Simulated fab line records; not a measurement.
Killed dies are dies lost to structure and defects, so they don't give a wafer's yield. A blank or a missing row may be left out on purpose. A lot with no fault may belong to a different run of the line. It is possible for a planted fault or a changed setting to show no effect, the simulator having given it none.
Matching of chambers + flow n5-finfet + 4 sister chambers for N5_DUMMY_GATE_ETCH_29 on rie-diel-05
The step etches underlayer in N2/H2, target depth 13 nm. 20 wafers are shown with their chamber, then 10 later ones without.

WAFERS PAIRED WITH THEIR CHAMBERS
| wafer  | chamber | showerhead-plenum-p-Torr (Torr) | drypump-motor-current-A (A) | throttle-valve-pct (%) |
|--------|---------|---------------------------------|-----------------------------|------------------------|
| L075.1 | 1       | 2.50                            | 5.2                         | 18.13                  |
| L075.5 | 2       | 2.64                            | 6.1                         | 17.54                  |
| L075.6 | 3       | 2.51                            | 5.6                         | 18.14                  |
| L076.1 | 2       | 2.64                            | 6.0                         | 17.53                  |
| L076.2 | 1       | 2.50                            | 5.2                         | 18.14                  |
| L076.3 | 3       | 2.51                            | 5.6                         | 18.15                  |
| L076.4 | 1       | 2.50                            | 5.2                         | 18.13                  |
| L076.5 | 3       | 2.51                            | 5.6                         | 18.15                  |
| L076.6 | 2       | 2.64                            | 6.0                         | 17.54                  |
| L077.1 | 2       | 2.64                            | 6.0                         | 17.55                  |
| L077.5 | 3       | 2.51                            | 5.6                         | 18.16                  |
| L077.6 | 2       | 2.64                            | 6.1                         | 17.55                  |
| L080.1 | 3       | 2.51                            | 5.6                         | 18.16                  |
| L080.3 | 2       | 2.64                            | 6.1                         | 17.53                  |
| L080.5 | 0       | 2.55                            | 6.2                         | 17.84                  |
| L084.1 | 1       | 2.50                            | 5.2                         | 17.75                  |
| L084.4 | 1       | 2.50                            | 5.2                         | 17.73                  |
| L084.5 | 2       | 2.63                            | 6.0                         | 17.58                  |
| L091.1 | 3       | 2.50                            | 5.6                         | 17.79                  |
| L091.4 | 0       | 2.54                            | 6.1                         | 17.90                  |

SIGNATURES (averages over the wafers above)
| reading                  | chamber 0 | chamber 1 | chamber 2 | chamber 3 | scatter within a chamber |
|--------------------------|-----------|-----------|-----------|-----------|--------------------------|
| showerhead-plenum-p-Torr | 2.5450    | 2.5000    | 2.6386    | 2.5083    | 0.0037                   |
| drypump-motor-current-A  | 6.150     | 5.200     | 6.043     | 5.600     | 0.0372                   |
| throttle-valve-pct       | 17.8700   | 17.9760   | 17.5457   | 18.0917   | 0.137                    |
Rule: a wafer's distance from a chamber is the root of the sum, over the readings, of the square of ((its reading less the chamber's mean) divided by the reading's scatter). The wafer belongs to the nearest chamber; if the next one is less than 2 further off, it can't be placed. The scatter is the square root of a quotient: the sum, over the shown wafers, of each reading's squared deviation from its chamber's mean, divided by wafers minus chambers.

WAFERS WHOSE CHAMBER IS MISSING
| wafer  | showerhead-plenum-p-Torr (Torr) | drypump-motor-current-A (A) | throttle-valve-pct (%) |
|--------|---------------------------------|-----------------------------|------------------------|
| L091.6 | 2.63                            | 6.0                         | 17.59                  |
| L093.3 | 2.50                            | 5.6                         | 17.79                  |
| L093.4 | 2.49                            | 5.2                         | 17.76                  |
| L093.6 | 2.50                            | 5.6                         | 17.80                  |
| L094.1 | 2.50                            | 5.6                         | 17.80                  |
| L094.4 | 2.63                            | 6.0                         | 17.61                  |
| L094.6 | 2.49                            | 5.2                         | 17.78                  |
| L097.1 | 2.53                            | 6.1                         | 17.90                  |
| L097.4 | 2.49                            | 5.2                         | 17.78                  |
| L097.6 | 2.53                            | 6.2                         | 17.91                  |

WHICH CHAMBER EACH WENT THROUGH
| wafer  | from the rows above | in truth |
|--------|---------------------|----------|
| L091.6 | 2                   | 2        |
| L093.3 | 3                   | 3        |
| L093.4 | 1                   | 1        |
| L093.6 | 3                   | 3        |
| L094.1 | 3                   | 3        |
| L094.4 | 2                   | 2        |
| L094.6 | 1                   | 1        |
| L097.1 | 0                   | 0        |
| L097.4 | 1                   | 1        |
| L097.6 | 0                   | 0        |
10 of 10 placed correctly. Left unplaced by these rows: 0. Number placed wrongly: 0.
